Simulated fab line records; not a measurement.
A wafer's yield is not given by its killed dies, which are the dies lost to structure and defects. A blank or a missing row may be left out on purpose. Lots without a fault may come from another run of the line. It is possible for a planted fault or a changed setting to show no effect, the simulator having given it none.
Chamber matching / flow n5 finfet / N5_BEOL_M1_ETCHBACK_99 on rie diel-01: 4 sister chambers
The step etches SiO2 in CHF3, target depth 5 nm, time 10.4 s. 4 wafers are shown with their chamber, then 7 later ones without.

== WAFERS, EACH WITH ITS CHAMBER ==
wafer=L083.4; chamber=0; throttle valve pct (%)=16.81
wafer=L083.5; chamber=3; throttle valve pct (%)=17.25
wafer=L087.2; chamber=2; throttle valve pct (%)=17.18
wafer=L087.3; chamber=1; throttle valve pct (%)=17.28

== WAFERS WITHOUT THEIR CHAMBER ==
wafer=L087.6; throttle valve pct (%)=17.25
wafer=L090.3; throttle valve pct (%)=17.26
wafer=L090.4; throttle valve pct (%)=17.19
wafer=L090.6; throttle valve pct (%)=17.28
wafer=L093.1; throttle valve pct (%)=17.22
wafer=L093.2; throttle valve pct (%)=17.30
wafer=L093.6; throttle valve pct (%)=16.83

== WHICH CHAMBER EACH WENT THROUGH ==
wafer=L087.6; from the rows above=can't be placed: 3 or 1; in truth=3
wafer=L090.3; from the rows above=can't be placed: 3 or 1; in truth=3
wafer=L090.4; from the rows above=2; in truth=2
wafer=L090.6; from the rows above=can't be placed: 1 or 3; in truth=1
wafer=L093.1; from the rows above=can't be placed: 3 or 2 or 1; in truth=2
wafer=L093.2; from the rows above=can't be placed: 1 or 3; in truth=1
wafer=L093.6; from the rows above=0; in truth=0
Correctly placed: 2 of 7. Can't be placed from these rows: 5 (the true chamber is among the candidates in 5). 0 placed wrongly.
How it was worked out, from the rows above alone: a wafer's distance from a chamber is the root of the sum, over the readings, of the square of ((its reading less the chamber's mean) divided by the reading's scatter). If the next closest chamber is less than 2 further off than the closest, the wafer can't be placed; otherwise it belongs to the closest. For every chamber, the mean is computed from those of its wafers that are shown. The scatter (one wafer shown for each chamber): square how far every hidden wafer sits from the nearest shown wafer, average those squares and take the square root.
